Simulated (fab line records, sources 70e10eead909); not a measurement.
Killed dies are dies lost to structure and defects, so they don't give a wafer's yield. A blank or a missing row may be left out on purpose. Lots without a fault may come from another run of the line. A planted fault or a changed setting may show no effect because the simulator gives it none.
Chamber matching | flow nand_harc | NHARC_A_BONDPAD_CMP_19 on cmp-03: 4 sister chambers
The step polishes, t overpolish 30 s, cu recess touch 16 s, target thk 169.82 nm. 4 wafers are shown with their chamber, then 7 later ones without.

WAFERS WITH THEIR CHAMBER
wafer  | chamber | motor_current_A (A)
L599.5 | 2       | 9.8
L598.6 | 3       | 11.3
L612.1 | 1       | 11.8
L612.3 | 0       | 11.8

WAFERS WITHOUT THEIR CHAMBER
wafer  | motor_current_A (A)
L612.6 | 9.5
L613.1 | 11.3
L613.4 | 11.6
L613.5 | 11.1
L616.1 | 11.5
L616.3 | 11.0
L616.5 | 11.0

WHICH CHAMBER EACH WENT THROUGH
wafer  | from the rows above          | in truth
L612.6 | 2                            | 2
L613.1 | 3                            | 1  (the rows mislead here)
L613.4 | can't be placed: 0 or 1 or 3 | 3
L613.5 | 3                            | 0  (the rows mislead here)
L616.1 | can't be placed: 3 or 0 or 1 | 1
L616.3 | 3                            | 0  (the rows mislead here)
L616.5 | 3                            | 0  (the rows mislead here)
Placed correctly: 1 of 7. Can't be placed from these rows: 2 (the true chamber is among the candidates in 2). Placed wrongly: 4.
How it was worked out, from the rows above alone: a wafer's distance from a chamber is the root of the sum, over the readings, of the square of ((its reading less the chamber's mean) divided by the reading's scatter). The wafer belongs to the nearest chamber; if the next one is less than 2 further off, it can't be placed. A chamber's mean is the mean of its shown wafers. The scatter: with one shown wafer a chamber, the root of the mean of the squares of how far each hidden wafer lies from its nearest shown one.
